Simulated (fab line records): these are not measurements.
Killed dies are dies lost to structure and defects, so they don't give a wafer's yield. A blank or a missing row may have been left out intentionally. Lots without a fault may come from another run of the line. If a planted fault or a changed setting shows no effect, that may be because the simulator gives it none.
Matching of chambers ; flow nandHarc ; NHARC_P_GATE_ALD_36 on aldSin-02 has 4 sister chambers
The step deposits SiNx, target thk 20 nm, pulse time 60 s, ald cycles 223. 8 wafers are shown with their chamber, then 8 later ones without.

WAFERS WITH THEIR CHAMBER
wafer;chamber;heaterPowerW (W);heaterPowerOuterW (W)
L084.4;0;900;558
L088.2;1;817;470
L088.1;2;1095;689
L088.4;3;1013;639
L090.4;2;1115;684
L090.1;3;1032;663
L090.6;1;804;475
L091.2;0;879;539

WAFERS WITHOUT THEIR CHAMBER
wafer;heaterPowerW (W);heaterPowerOuterW (W)
L091.1;787;486
L091.3;1027;663
L094.2;1080;695
L094.4;885;546
L094.6;1104;678
L096.1;1071;685
L096.5;796;478
L096.6;1119;699

WHICH CHAMBER EACH ONE RAN IN
wafer;from the rows above;in truth
L091.1;1;1
L091.3;3;3
L094.2;2;2
L094.4;0;0
L094.6;2;2
L096.1;2;2
L096.5;1;1
L096.6;2;2
Correct placement for 8 of the 8. Left unplaced by these rows: 0. Placed wrongly: 0.
How it was worked out, from the rows above alone: a wafer's distance from a chamber is the root of the sum, over the readings, of the square of ((its reading less the chamber's mean) divided by the reading's scatter). The wafer belongs to the nearest chamber; if the next one is less than 2 further off, it can't be placed. Each chamber's mean is taken over the wafers shown for it. The scatter: the root of (the sum of the squares of (reading less its chamber's mean) over the shown wafers, divided by (wafers less chambers)).
